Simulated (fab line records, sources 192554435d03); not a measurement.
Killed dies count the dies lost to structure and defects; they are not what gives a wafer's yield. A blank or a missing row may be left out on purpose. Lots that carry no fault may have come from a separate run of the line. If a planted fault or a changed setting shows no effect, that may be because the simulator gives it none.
fab line records	flow n5_finfet
record lots=24	wafers=72	last_day=19
route steps=1938 shown BEOL_M11@1580 BEOL_M12@1613
lots with no fault: from the same line, run without faults
start_h: hours from the record's opening day to when the first of the lot's shown wafers began	wait_h: time in hours since the lot's previous step	" same as the row above	L1.1+2: a row that stands for several wafers	- no value, or no start was given	* or withheld: withheld	< > ~ a bound
route shown NAME@n: a module of which the file shows steps, and the number in the route of the first	usual: mean/standard deviation of fault-free wafers	same: alike in all rows	chamber/n: place in a boat	sites: readings site by site	_std_site: standard deviation of those values	_edge_site: outer sites' mean less inner sites'	radius_mm: how far each site lies from the wafer's centre	mask NAME#n: copy n	behind: the most recent tool/chamber to have shaped the wafer	hold: cause of the lot's hold/its duration in hours/its outcome	device: the transistor (n, p or np) that didn't switch	end of line: at the end of the route, the tests of the same wafers	a step given without rows: its recipe and nothing more	killed: at the first sort, the dies lost to defects and structure; wafer yield is something else	map: the dies of a wafer, with x for killed, . for not killed, _ for no die there
set.NAME: the setting the step ran with; set.NAME@STEP: the setting that earlier step ran with	model.NAME: the simulator's own value behind a step, which no gauge read
the route's steps for a sample of lots (tables are steps, rows are wafers)
services: when a tool's chamber went out of use (start_h, in hours from the record's first day, below 0 if earlier), for how many hours, and the reason
## steps
# step N5_BEOL_M11_STRIP_77
# recipe chemistry=N2/H2	time_s=10	power_w=450	temp_c=40	pressure_mtorr=20	rf_frequency_hz=6e+07	bias_power_w=7	n2_flow_sccm=200	h2_flow_sccm=200
# usual bias_power_w=7.001/0.022	drypump_motor_current_A=5.9/0.61	h2_flow_sccm=200.0/0.6	oes_product_au=0.77/0.065	rf_vpp_V=58.9/0.82	showerhead_plenum_p_Torr=2.52/0.08	throttle_valve_pct=23.71/0.28
lot.wafer	tool	chamber	start_h	wait_h	bias_power_w	drypump_motor_current_A	h2_flow_sccm	oes_product_au	rf_hours_counter_h	rf_vpp_V	showerhead_plenum_p_Torr	throttle_valve_pct
L076.2	rie_diel-04	1	-	-	7.002	5.1	200.3	0.83	65	58.5	2.56	23.62
L076.3	"	0	"	"	6.984	6.0	199.4	0.87	59	59.3	2.47	23.53
L076.5	"	1	"	"	7.021	5.1	199.2	0.84	-	58.7	2.56	23.62
L075.1	rie_diel-02	1	-	-	6.967	6.4	200.1	0.72	188	58.2	2.64	23.42
L075.3	"	2	"	"	6.980	6.5	200.3	0.78	100	57.2	2.46	23.61
L075.6	"	0	"	"	6.963	5.4	199.6	0.83	-	59.2	2.57	23.62
L074.1	rie_diel-04	1	-	-	6.973	5.1	200.5	0.82	66	58.1	2.56	23.64
L074.3	"	2	"	"	7.023	5.2	199.0	0.68	225	58.7	2.39	23.24
L074.5	"	1	"	"	6.976	5.1	200.6	0.83	-	59.2	2.56	23.64
L077.2	rie_diel-06	0	-	-	6.994	6.5	199.3	0.87	41	59.0	2.59	23.67
L077.4	"	1	"	"	7.025	6.0	200.7	0.69	223	59.0	2.62	24.11
L077.6	"	0	"	"	6.971	6.5	198.7	0.88	-	58.6	2.59	23.68
L078.1	rie_diel-06	1	-	-	6.991	6.0	200.2	0.69	225	59.4	2.62	24.10
L078.4	"	2	"	"	7.025	5.7	199.7	0.74	168	59.0	2.43	23.75
L078.6	"	3	"	"	7.009	4.9	199.4	0.72	-	59.7	2.53	23.72
L081.2	rie_diel-02	3	-	-	6.983	6.8	199.3	0.77	128	59.1	2.46	24.35
L081.4	"	2	"	"	7.022	6.5	199.2	0.76	109	59.6	2.45	23.63
L081.6	"	3	"	"	6.974	6.8	198.7	0.77	-	58.2	2.46	24.37
L079.1	rie_diel-06	0	-	-	7.036	6.5	200.6	0.86	49	59.0	2.58	23.68
L079.2	"	2	"	"	7.017	5.7	200.1	0.73	173	59.0	2.42	23.74
L079.4	"	3	"	"	7.048	4.9	200.3	0.71	189	57.8	2.53	23.73
L080.1	rie_diel-04	1	-	-	7.017	5.1	200.5	0.82	74	59.8	2.56	23.63
L080.3	"	0	"	"	6.991	6.0	200.2	0.86	68	59.2	2.46	23.53
L080.4	"	0	"	"	6.975	6.0	199.7	0.86	-	58.6	2.46	23.54
L085.2	rie_diel-02	3	-	-	7.021	6.8	199.7	0.76	132	58.4	2.46	24.39
L085.4	"	1	"	"	6.995	6.4	200.1	0.71	198	58.6	2.64	23.46
L085.6	"	0	"	"	7.016	5.4	200.4	0.82	-	59.9	2.57	23.64
L082.1	rie_diel-04	3	-	-	7.018	5.6	201.3	0.75	161	58.7	2.42	23.76
L082.4	"	2	"	"	6.980	5.2	198.8	0.67	237	58.4	2.39	23.26
L082.6	"	0	"	"	6.971	6.0	199.6	0.85	-	59.1	2.46	23.54
L083.1	rie_diel-02	1	-	-	6.997	6.4	199.1	0.70	201	59.8	2.64	23.44
L083.2	"	2	"	"	7.030	6.5	200.6	0.76	114	61.1	2.45	23.65
L083.5	"	0	"	"	6.993	5.4	199.8	0.81	-	58.6	2.57	23.64
L084.2	rie_diel-02	2	-	-	7.011	6.5	200.9	0.77	118	58.5	2.45	23.64
L084.4	"	1	"	"	7.007	6.4	199.8	0.70	206	58.2	2.64	23.44
L084.5	"	1	"	"	7.007	6.4	200.1	0.70	-	59.9	2.64	23.48
L087.3	rie_diel-06	3	-	-	7.027	4.9	199.7	0.70	200	59.5	2.52	23.76
L087.4	"	3	"	"	6.979	4.9	200.3	0.71	-	58.6	2.52	23.75
L087.5	"	0	"	"	6.937	6.5	200.0	0.83	-	58.8	2.58	23.71
L089.1	rie_diel-02	0	-	-	7.026	5.4	199.5	0.81	103	59.2	2.56	23.65
L089.2	"	1	"	"	6.996	6.4	199.8	0.70	209	60.1	2.64	23.46
L089.4	"	3	"	"	6.968	6.8	199.2	0.75	141	57.9	2.45	24.37
L086.2	rie_diel-04	3	-	-	6.983	5.6	199.7	0.74	170	57.5	2.42	23.77
L086.4	"	0	"	"	6.985	6.0	200.2	0.84	80	57.7	2.46	23.54
L086.5	"	2	"	"	6.997	5.2	200.0	0.67	-	59.2	2.38	23.25
L090.1	rie_diel-02	0	-	-	6.972	5.4	199.4	0.81	108	59.5	2.56	23.65
L090.4	"	1	"	"	7.052	6.4	200.3	0.70	215	59.1	2.63	23.46
L090.6	"	3	"	"	6.993	6.8	201.5	0.76	-	57.7	2.45	24.39
L088.1	rie_diel-06	0	-	-	6.991	6.5	201.1	0.84	67	59.9	2.57	23.71
L088.2	"	1	"	"	6.989	6.0	200.2	0.67	246	59.2	2.61	24.13
L088.5	"	1	"	"	7.008	6.0	200.5	0.67	-	58.7	2.61	24.14
L092.2	rie_diel-02	0	-	-	7.020	5.4	199.6	0.80	114	57.7	2.56	23.66
L092.3	"	1	"	"	6.991	6.4	200.1	0.69	221	58.5	2.63	23.47
L092.5	"	2	"	"	7.016	6.5	200.0	0.75	-	59.5	2.44	23.66
L091.1	rie_diel-06	3	-	-	6.980	5.0	199.2	0.69	213	59.2	2.52	23.76
L091.2	"	2	"	"	6.977	5.7	200.9	0.72	194	59.1	2.42	23.80
L091.4	"	2	"	"	6.993	5.7	200.3	0.72	-	59.9	2.42	23.81
L095.1	rie_diel-06	0	-	-	7.042	6.5	200.5	0.82	75	58.9	2.57	23.73
L095.3	"	3	"	"	7.020	4.9	199.5	0.68	215	59.3	2.52	23.76
L095.4	"	0	"	"	7.021	6.5	200.7	0.82	-	57.5	2.57	23.71
L094.3	rie_diel-04	1	-	-	7.000	5.1	200.1	0.79	99	59.8	2.55	23.67
L094.4	"	0	"	"	6.997	6.0	199.9	0.83	94	57.9	2.45	23.58
L094.5	"	0	"	"	6.998	6.0	200.1	0.83	-	59.3	2.45	23.58
L096.1	rie_diel-02	3	-	-	6.974	6.8	200.5	0.76	155	59.1	2.45	24.39
L096.3	"	0	"	"	7.008	5.4	199.9	0.80	117	59.5	2.56	23.66
L096.4	"	1	"	"	7.002	6.4	199.4	0.69	224	58.7	2.63	23.48
L093.2	rie_diel-02	1	-	-	7.028	6.4	200.4	0.69	225	59.7	2.63	23.49
L093.4	"	0	"	"	6.968	5.4	200.1	0.80	117	58.1	2.56	23.65
L093.6	"	2	"	"	7.005	6.5	199.6	0.75	-	59.5	2.44	23.67
L097.1	rie_diel-04	0	-	-	7.016	6.0	200.8	0.82	100	58.5	2.45	23.57
L097.3	"	1	"	"	7.004	5.1	199.9	0.80	105	58.2	2.55	23.67
L097.6	"	1	"	"	6.992	5.1	199.8	0.79	-	57.2	2.54	23.68
# step N5_BEOL_M11_SURFACE_TREAT_76
# recipe gas=Ar	time_s=*	ion_energy_ev=*	ion_current_ma_cm2=0.5	pressure_mtorr=*	ar_flow_sccm=30
# usual throttle_valve_pct=*
lot.wafer	tool	chamber	start_h	wait_h	throttle_valve_pct
L076.2	pvd_sputter-01	-	273.59	0.2	*
L076.3	"	-	"	"	*
L076.5	"	-	"	"	*
L075.1	pvd_sputter-01	-	278.55	0.2	*
L075.3	"	-	"	"	*
L075.6	"	-	"	"	*
L074.1	pvd_sputter-02	-	278.87	0.2	*
L074.3	"	-	"	"	*
L074.5	"	-	"	"	*
L077.2	pvd_sputter-03	-	282.80	0.4	*
L077.4	"	-	"	"	*
L077.6	"	-	"	"	*
L078.1	pvd_sputter-01	-	290.54	0.3	*
L078.4	"	-	"	"	*
L078.6	"	-	"	"	*
L081.2	pvd_sputter-03	-	303.34	0.2	*
L081.4	"	-	"	"	*
L081.6	"	-	"	"	*
L079.1	pvd_sputter-01	-	303.52	0.2	*
L079.2	"	-	"	"	*
L079.4	"	-	"	"	*
L080.1	pvd_sputter-03	-	303.80	0.3	*
L080.3	"	-	"	"	*
L080.4	"	-	"	"	*
L085.2	pvd_sputter-03	-	316.20	0.2	*
L085.4	"	-	"	"	*
L085.6	"	-	"	"	*
L082.1	pvd_sputter-03	-	317.14	0.4	*
L082.4	"	-	"	"	*
L082.6	"	-	"	"	*
L083.1	pvd_sputter-02	-	324.01	1.6	*
L083.2	"	-	"	"	*
L083.5	"	-	"	"	*
L084.2	pvd_sputter-03	-	334.83	0.2	*
L084.4	"	-	"	"	*
L084.5	"	-	"	"	*
L087.3	pvd_sputter-02	-	340.10	0.2	*
L087.4	"	-	"	"	*
L087.5	"	-	"	"	*
L089.1	pvd_sputter-01	-	343.38	0.2	*
L089.2	"	-	"	"	*
L089.4	"	-	"	"	*
L086.2	pvd_sputter-02	-	343.64	0.2	*
L086.4	"	-	"	"	*
L086.5	"	-	"	"	*
L090.1	pvd_sputter-02	-	362.69	0.2	*
L090.4	"	-	"	"	*
L090.6	"	-	"	"	*
L088.1	pvd_sputter-02	-	362.82	0.2	*
L088.2	"	-	"	"	*
L088.5	"	-	"	"	*
L092.2	pvd_sputter-03	-	383.09	0.2	*
L092.3	"	-	"	"	*
L092.5	"	-	"	"	*
L091.1	pvd_sputter-03	-	383.33	0.2	*
L091.2	"	-	"	"	*
L091.4	"	-	"	"	*
L095.1	pvd_sputter-02	-	389.31	0.2	*
L095.3	"	-	"	"	*
L095.4	"	-	"	"	*
L094.3	pvd_sputter-01	-	389.69	0.2	*
L094.4	"	-	"	"	*
L094.5	"	-	"	"	*
L096.1	pvd_sputter-01	-	390.27	0.2	*
L096.3	"	-	"	"	*
L096.4	"	-	"	"	*
L093.2	pvd_sputter-01	-	391.59	0.2	*
L093.4	"	-	"	"	*
L093.6	"	-	"	"	*
L097.1	pvd_sputter-03	-	407.09	0.4	*
L097.3	"	-	"	"	*
L097.6	"	-	"	"	*
# step N5_BEOL_M12_OVL_MEAS_11
# recipe points_per_wafer=44
# usual V11_OVL=0/4.9
lot.wafer	tool	chamber	start_h	wait_h	V11_OVL[nm]
L076.2	overlay-02	0	275.62	0.0	1
L076.3	"	0	"	"	4
L076.5	"	0	"	"	-1
L075.1	overlay-02	0	280.19	0.0	0
L075.3	"	0	"	"	1
L075.6	"	0	"	"	2
L074.1	overlay-01	0	280.64	0.0	7
L074.3	"	0	"	"	0
L074.5	"	0	"	"	-7
L077.2	overlay-01	0	284.68	0.0	5
L077.4	"	0	"	"	3
L077.6	"	0	"	"	0
L078.1	overlay-02	0	292.40	0.0	6
L078.4	"	0	"	"	-4
L078.6	"	0	"	"	0
L081.2	overlay-02	0	305.51	0.0	5
L081.4	"	0	"	"	5
L081.6	"	0	"	"	5
L079.1	overlay-01	0	305.91	0.0	8
L079.2	"	0	"	"	2
L079.4	"	0	"	"	1
L080.1	overlay-01	0	306.98	0.0	4
L080.3	"	0	"	"	0
L080.4	"	0	"	"	2
L085.2	overlay-01	0	317.99	0.0	-5
L085.4	"	0	"	"	0
L085.6	"	0	"	"	-8
L082.1	overlay-02	0	320.49	0.0	-7
L082.4	"	0	"	"	-9
L082.6	"	0	"	"	-7
L083.1	overlay-01	0	326.15	0.0	1
L083.2	"	0	"	"	-4
L083.5	"	0	"	"	6
L084.2	overlay-02	0	336.79	0.0	-10
L084.4	"	0	"	"	-5
L084.5	"	0	"	"	-5
L087.3	overlay-02	0	342.28	0.0	1
L087.4	"	0	"	"	0
L087.5	"	0	"	"	0
L089.1	overlay-02	0	345.32	0.0	6
L089.2	"	0	"	"	-4
L089.4	"	0	"	"	4
L086.2	overlay-02	0	345.63	0.0	0
L086.4	"	0	"	"	-1
L086.5	"	0	"	"	-4
L090.1	overlay-01	0	364.45	0.0	11
L090.4	"	0	"	"	2
L090.6	"	0	"	"	8
L088.1	overlay-01	0	365.02	0.0	-1
L088.2	"	0	"	"	-2
L088.5	"	0	"	"	-1
L092.2	overlay-01	0	384.97	0.0	-4
L092.3	"	0	"	"	-7
L092.5	"	0	"	"	1
L091.1	overlay-02	0	385.13	0.0	6
L091.2	"	0	"	"	6
L091.4	"	0	"	"	-3
L095.1	overlay-01	0	391.48	0.0	1
L095.3	"	0	"	"	3
L095.4	"	0	"	"	12
L094.3	overlay-02	0	391.76	0.0	3
L094.4	"	0	"	"	3
L094.5	"	0	"	"	4
L096.1	overlay-02	0	392.42	0.0	-1
L096.3	"	0	"	"	0
L096.4	"	0	"	"	0
L093.2	overlay-01	0	393.28	0.0	-4
L093.4	"	0	"	"	-4
L093.6	"	0	"	"	-2
L097.1	overlay-01	0	409.32	0.0	-1
L097.3	"	0	"	"	8
L097.6	"	0	"	"	2
# step N5_BEOL_M12_STRIP_63
# recipe chemistry=N2/H2	power_w=1000	temp_c=250	h2_frac=0.65	overash_fraction=0.3	pressure_mtorr=1000	n2_flow_sccm=1750	h2_flow_sccm=3250
# usual drypump_motor_current_A=6.08/0.13	h2_flow_sccm=3249/10	heater_power_w=319/32	oes_product_au=0.692/0.0047	strip_time_to_endpoint_s=42.4/0.82
lot.wafer	tool	chamber	start_h	wait_h	drypump_motor_current_A	h2_flow_sccm	heater_power_w	oes_product_au	rf_hours_counter_h	strip_time_to_endpoint_s
L076.2	plasma_asher-01	0	277.34	-	6.23	3233	284	0.690	76	41.8
L076.3	"	1	"	"	5.94	3236	361	0.695	-	42.6
L076.5	"	0	"	"	6.23	3231	290	0.690	-	42.7
L075.1	plasma_asher-01	1	280.88	-	5.93	3242	358	0.691	77	42.8
L075.3	"	0	"	"	6.27	3259	286	0.696	-	42.8
L075.6	"	0	"	"	6.30	3252	287	0.697	-	42.2
L074.1	plasma_asher-01	1	281.00	-	5.91	3252	356	0.695	77	42.0
L074.3	"	0	"	"	6.24	3259	290	0.692	-	42.8
L074.5	"	0	"	"	6.25	3251	289	0.698	-	41.3
L077.2	plasma_asher-01	1	285.02	-	5.99	3252	354	0.699	77	43.0
L077.4	"	0	"	"	6.25	3258	287	0.695	-	41.9
L077.6	"	0	"	"	6.26	3244	278	0.691	-	41.7
L078.1	plasma_asher-02	1	293.21	-	6.14	3253	338	0.691	132	42.1
L078.4	"	0	"	"	6.01	3243	292	0.698	-	41.9
L078.6	"	0	"	"	5.99	3247	287	0.696	-	42.4
L081.2	plasma_asher-01	0	305.86	-	6.24	3268	284	0.696	82	42.7
L081.4	"	0	"	"	6.26	3256	293	0.694	-	41.9
L081.6	"	1	"	"	5.92	3250	360	0.691	-	42.1
L079.1	plasma_asher-02	0	306.25	-	5.99	3237	292	0.682	134	42.1
L079.2	"	1	"	"	6.12	3252	345	0.695	134	42.2
L079.4	"	0	"	"	5.98	3229	283	0.696	-	42.0
L080.1	plasma_asher-01	0	307.89	-	6.26	3262	288	0.701	82	43.5
L080.3	"	1	"	"	5.95	3248	349	0.692	-	42.8
L080.4	"	0	"	"	6.25	3272	286	0.690	-	40.8
L085.2	plasma_asher-01	0	318.36	-	6.25	3239	286	0.694	85	43.3
L085.4	"	1	"	"	5.90	3255	363	0.687	-	40.6
L085.6	"	0	"	"	6.26	3262	283	0.690	-	41.9
L082.1	plasma_asher-02	0	320.87	-	5.99	3262	293	0.686	137	42.7
L082.4	"	1	"	"	6.14	3248	341	0.690	-	41.6
L082.6	"	0	"	"	5.97	3259	294	0.687	-	40.2
L083.1	plasma_asher-02	0	327.24	-	5.99	3241	295	0.693	138	42.4
L083.2	"	1	"	"	6.14	3246	339	0.691	138	43.2
L083.5	"	0	"	"	5.97	3234	290	0.699	-	43.3
L084.2	plasma_asher-02	1	337.14	-	6.13	3235	343	0.692	143	42.7
L084.4	"	0	"	"	6.03	3261	284	0.683	-	41.6
L084.5	"	1	"	"	6.14	3252	333	0.694	-	43.6
L087.3	plasma_asher-01	0	342.65	-	6.25	3258	293	0.691	-	43.4
L087.4	"	1	"	"	5.90	3248	352	0.692	-	43.4
L087.5	"	1	"	"	5.87	3242	343	0.699	-	42.2
L089.1	plasma_asher-01	0	345.67	-	6.22	3253	277	0.689	87	43.0
L089.2	"	1	"	"	5.96	3258	351	0.703	87	42.0
L089.4	"	1	"	"	5.94	3248	356	0.691	-	42.1
L086.2	plasma_asher-01	0	346.04	-	6.23	3258	281	0.687	87	42.6
L086.4	"	1	"	"	5.90	3253	351	0.681	-	41.9
L086.5	"	1	"	"	5.93	3247	370	0.694	-	42.8
L090.1	plasma_asher-02	0	364.79	-	6.03	3247	290	0.692	150	41.1
L090.4	"	1	"	"	6.13	3258	339	0.694	-	40.3
L090.6	"	0	"	"	6.01	3235	291	0.691	-	40.7
L088.1	plasma_asher-01	0	365.37	-	6.25	3252	293	0.693	91	43.2
L088.2	"	1	"	"	5.90	3255	358	0.699	91	42.9
L088.5	"	1	"	"	5.90	3249	362	0.696	-	42.4
L092.2	plasma_asher-02	0	385.32	-	5.97	3237	294	0.696	154	43.6
L092.3	"	0	"	"	6.01	3245	290	0.699	-	43.5
L092.5	"	1	"	"	6.16	3241	349	0.696	-	42.2
L091.1	plasma_asher-01	0	385.48	-	6.24	3246	283	0.691	95	42.3
L091.2	"	1	"	"	5.99	3236	363	0.692	95	42.8
L091.4	"	1	"	"	5.97	3251	358	0.690	-	41.4
L095.1	plasma_asher-01	0	392.11	-	6.24	3229	289	0.688	96	42.1
L095.3	"	0	"	"	6.27	3236	284	0.696	-	41.5
L095.4	"	1	"	"	5.95	3236	366	0.697	-	42.0
L094.3	plasma_asher-02	0	392.17	-	6.04	3259	288	0.697	-	43.5
L094.4	"	1	"	"	6.13	3256	342	0.690	-	43.2
L094.5	"	0	"	"	6.07	3247	282	0.694	-	42.8
L096.1	plasma_asher-02	0	392.77	-	5.97	3235	281	0.692	155	41.9
L096.3	"	1	"	"	6.13	3252	338	0.696	-	42.3
L096.4	"	0	"	"	6.01	3261	289	0.688	-	41.1
L093.2	plasma_asher-01	0	393.90	-	6.25	3247	294	0.691	96	42.8
L093.4	"	1	"	"	5.94	3254	357	0.690	-	42.0
L093.6	"	0	"	"	6.22	3246	283	0.692	-	41.3
L097.1	plasma_asher-02	1	409.66	-	6.14	3259	340	0.691	159	44.0
L097.3	"	1	"	"	6.13	3233	348	0.695	-	42.7
L097.6	"	0	"	"	6.01	3252	293	0.698	-	42.0
# step N5_BEOL_M12_STRIP_64
# recipe chemistry=N2/H2	power_w=1000	temp_c=250	h2_frac=0.65	overash_fraction=0.3	pressure_mtorr=withheld	n2_flow_sccm=1750	h2_flow_sccm=3250
# usual drypump_motor_current_A=6.08/0.13	h2_flow_sccm=3250/9	heater_power_w=318/33	oes_product_au=0.715/0.0048	strip_time_to_endpoint_s=31.32/0.071
lot.wafer	tool	chamber	start_h	wait_h	drypump_motor_current_A	h2_flow_sccm	heater_power_w	oes_product_au	rf_hours_counter_h	strip_time_to_endpoint_s
L076.2	plasma_asher-01	0	277.40	0.0	6.26	3237	284	0.723	76	31.22
L076.3	"	1	"	"	5.87	3231	355	0.709	-	31.37
L076.5	"	0	"	"	6.24	3253	284	0.717	-	31.19
L075.1	plasma_asher-01	1	280.94	0.0	5.99	3242	362	0.716	77	31.23
L075.3	"	0	"	"	6.26	3267	284	0.711	-	31.26
L075.6	"	0	"	"	6.25	3252	292	0.713	-	31.32
L074.1	plasma_asher-01	1	281.06	0.0	5.91	3255	358	0.718	77	31.35
L074.3	"	0	"	"	6.25	3251	287	0.719	-	31.34
L074.5	"	0	"	"	6.20	3259	292	0.709	-	31.34
L077.2	plasma_asher-01	1	285.08	0.0	5.88	3257	361	0.713	77	31.19
L077.4	"	0	"	"	6.27	3245	282	0.719	-	31.23
L077.6	"	0	"	"	6.27	3255	290	0.710	-	31.17
L078.1	plasma_asher-02	1	293.27	0.0	6.15	3252	338	0.714	132	31.23
L078.4	"	0	"	"	6.03	3253	280	0.712	-	31.24
L078.6	"	0	"	"	5.99	3241	289	0.708	-	31.31
L081.2	plasma_asher-01	0	305.92	0.0	6.25	3264	279	0.713	82	31.24
L081.4	"	0	"	"	6.24	3241	285	0.711	-	31.24
L081.6	"	1	"	"	5.92	3256	357	0.711	-	31.30
L079.1	plasma_asher-02	0	306.31	0.0	6.04	3255	284	0.710	134	31.40
L079.2	"	1	"	"	6.15	3241	330	0.719	134	31.41
L079.4	"	0	"	"	6.04	3245	289	0.723	-	31.41
L080.1	plasma_asher-01	0	307.95	0.0	6.25	3250	286	0.713	82	31.45
L080.3	"	1	"	"	5.96	3246	364	0.713	-	31.51
L080.4	"	0	"	"	6.24	3256	287	0.709	-	31.34
L085.2	plasma_asher-01	0	318.42	0.0	6.27	3259	287	0.710	85	31.32
L085.4	"	1	"	"	5.94	3258	357	0.714	-	31.29
L085.6	"	0	"	"	6.25	3250	287	0.708	-	31.25
L082.1	plasma_asher-02	0	320.93	0.0	5.99	3237	294	0.710	137	31.38
L082.4	"	1	"	"	6.13	3246	343	0.714	-	31.38
L082.6	"	0	"	"	5.97	3257	283	0.712	-	31.32
L083.1	plasma_asher-02	0	327.30	0.0	6.02	3245	284	0.717	138	31.41
L083.2	"	1	"	"	6.14	3241	345	0.704	138	31.43
L083.5	"	0	"	"	6.00	3228	286	0.712	-	31.32
L084.2	plasma_asher-02	1	337.20	0.0	6.16	3246	337	0.719	143	31.31
L084.4	"	0	"	"	6.03	3258	287	0.716	-	31.27
L084.5	"	1	"	"	6.14	3251	335	0.723	-	31.34
L087.3	plasma_asher-01	0	342.71	0.0	6.22	3256	279	0.708	-	31.39
L087.4	"	1	"	"	5.96	3244	354	0.711	-	31.33
L087.5	"	1	"	"	5.91	3254	360	0.711	-	31.35
L089.1	plasma_asher-01	0	345.73	0.0	6.24	3233	277	0.718	87	31.32
L089.2	"	1	"	"	5.92	3245	351	0.716	87	31.31
L089.4	"	1	"	"	5.96	3243	356	0.725	-	31.41
L086.2	plasma_asher-01	0	346.10	0.0	6.25	3256	287	0.729	87	31.29
L086.4	"	1	"	"	5.92	3241	351	0.714	-	31.28
L086.5	"	1	"	"	5.92	3248	357	0.722	-	31.35
L090.1	plasma_asher-02	0	364.85	0.0	5.99	3232	281	0.722	150	31.28
L090.4	"	1	"	"	6.15	3260	332	0.719	-	31.33
L090.6	"	0	"	"	5.99	3236	294	0.712	-	31.28
L088.1	plasma_asher-01	0	365.43	0.0	6.25	3241	289	0.718	91	31.23
L088.2	"	1	"	"	5.92	3256	358	0.712	91	31.26
L088.5	"	1	"	"	5.96	3262	347	0.712	-	31.19
L092.2	plasma_asher-02	0	385.38	0.0	6.03	3233	280	0.723	154	31.29
L092.3	"	0	"	"	6.02	3250	290	0.714	-	31.25
L092.5	"	1	"	"	6.14	3254	345	0.712	-	31.23
L091.1	plasma_asher-01	0	385.54	0.0	6.25	3269	280	0.710	95	31.22
L091.2	"	1	"	"	5.97	3239	364	0.715	95	31.20
L091.4	"	1	"	"	5.95	3253	348	0.705	-	31.19
L095.1	plasma_asher-01	0	392.17	0.0	6.26	3248	287	0.718	96	31.42
L095.3	"	0	"	"	6.26	3243	279	0.718	-	31.35
L095.4	"	1	"	"	5.91	3255	358	0.712	-	31.43
L094.3	plasma_asher-02	0	392.23	0.0	5.97	3245	289	0.722	-	31.31
L094.4	"	1	"	"	6.13	3254	337	0.712	-	31.31
L094.5	"	0	"	"	5.96	3240	292	0.712	-	31.28
L096.1	plasma_asher-02	0	392.83	0.0	6.00	3250	282	0.710	155	31.24
L096.3	"	1	"	"	6.15	3251	338	0.715	-	31.40
L096.4	"	0	"	"	6.01	3247	293	0.719	-	31.31
L093.2	plasma_asher-01	0	393.96	0.0	6.26	3253	289	0.717	97	31.45
L093.4	"	1	"	"	5.95	3258	358	0.714	-	31.30
L093.6	"	0	"	"	6.25	3256	280	0.719	-	31.41
L097.1	plasma_asher-02	1	409.72	0.0	6.14	3228	337	0.717	159	31.38
L097.3	"	1	"	"	6.14	3240	334	0.717	-	31.35
L097.6	"	0	"	"	6.03	3257	284	0.711	-	31.40
# step N5_BEOL_M12_OVL_MEAS_29
# recipe points_per_wafer=44
# usual M12_OVL=0/5
lot.wafer	tool	chamber	start_h	wait_h	M12_OVL[nm]
L076.2	overlay-01	0	278.36	0.0	-4
L076.3	"	0	"	"	0
L076.5	"	0	"	"	-2
L075.1	overlay-02	0	281.44	0.0	3
L075.3	"	0	"	"	1
L075.6	"	0	"	"	1
L074.1	overlay-02	0	281.74	0.0	4
L074.3	"	0	"	"	2
L074.5	"	0	"	"	-4
L077.2	overlay-01	0	285.71	0.0	0
L077.4	"	0	"	"	-1
L077.6	"	0	"	"	0
L078.1	overlay-01	0	293.90	0.0	2
L078.4	"	0	"	"	-2
L078.6	"	0	"	"	-1
L081.2	overlay-02	0	306.59	0.0	0
L081.4	"	0	"	"	3
L081.6	"	0	"	"	2
L079.1	overlay-02	0	306.94	0.0	-4
L079.2	"	0	"	"	-4
L079.4	"	0	"	"	1
L080.1	overlay-01	0	308.57	0.0	4
L080.3	"	0	"	"	2
L080.4	"	0	"	"	2
L085.2	overlay-01	0	318.92	0.0	-4
L085.4	"	0	"	"	5
L085.6	"	0	"	"	0
L082.1	overlay-02	0	321.47	0.1	-2
L082.4	"	0	"	"	3
L082.6	"	0	"	"	-2
L083.1	overlay-01	0	327.92	0.0	-3
L083.2	"	0	"	"	-13
L083.5	"	0	"	"	0
L084.2	overlay-02	0	337.82	0.0	-2
L084.4	"	0	"	"	0
L084.5	"	0	"	"	-5
L087.3	overlay-02	0	343.32	0.0	5
L087.4	"	0	"	"	-2
L087.5	"	0	"	"	2
L089.1	overlay-01	0	346.23	0.0	8
L089.2	"	0	"	"	4
L089.4	"	0	"	"	0
L086.2	overlay-02	0	346.61	0.0	6
L086.4	"	0	"	"	6
L086.5	"	0	"	"	2
L090.1	overlay-02	0	365.36	0.0	-3
L090.4	"	0	"	"	-9
L090.6	"	0	"	"	-12
L088.1	overlay-01	0	365.94	0.0	-5
L088.2	"	0	"	"	1
L088.5	"	0	"	"	-7
L092.2	overlay-01	0	385.88	0.0	-10
L092.3	"	0	"	"	-11
L092.5	"	0	"	"	-1
L091.1	overlay-02	0	386.04	0.0	-3
L091.2	"	0	"	"	-1
L091.4	"	0	"	"	-8
L095.1	overlay-02	0	392.80	0.0	-1
L095.3	"	0	"	"	4
L095.4	"	0	"	"	8
L094.3	overlay-02	0	392.96	0.0	7
L094.4	"	0	"	"	3
L094.5	"	0	"	"	-1
L096.1	overlay-02	0	393.34	0.0	-5
L096.3	"	0	"	"	-2
L096.4	"	0	"	"	-9
L093.2	overlay-01	0	394.47	0.0	-4
L093.4	"	0	"	"	-11
L093.6	"	0	"	"	-6
L097.1	overlay-01	0	410.35	0.0	1
L097.3	"	0	"	"	8
L097.6	"	0	"	"	2
## services
tool	chamber	start_h	hours	kind
plasma_asher-01	-	285.47	1.2	repair
rie_diel-06	3	296.14	2.1	repair
plasma_asher-01	-	319.35	22.0	repair
plasma_asher-02	-	325.92	1.3	repair
rie_diel-02	2	333.65	4.7	repair
rie_diel-04	2	352.44	-	clean
rie_diel-04	2	352.44	-	consumable_replace:focus_ring
rie_diel-04	2	352.44	-	consumable_replace:showerhead
pvd_sputter-03	-	353.36	1.1	repair
pvd_sputter-03	-	355.01	3.2	repair
rie_diel-06	1	373.44	-	clean
rie_diel-06	1	373.44	-	consumable_replace:focus_ring
rie_diel-06	1	373.44	28.9	scheduled_down
rie_diel-06	1	373.44	28.9	vent_cycle
## key
fault none
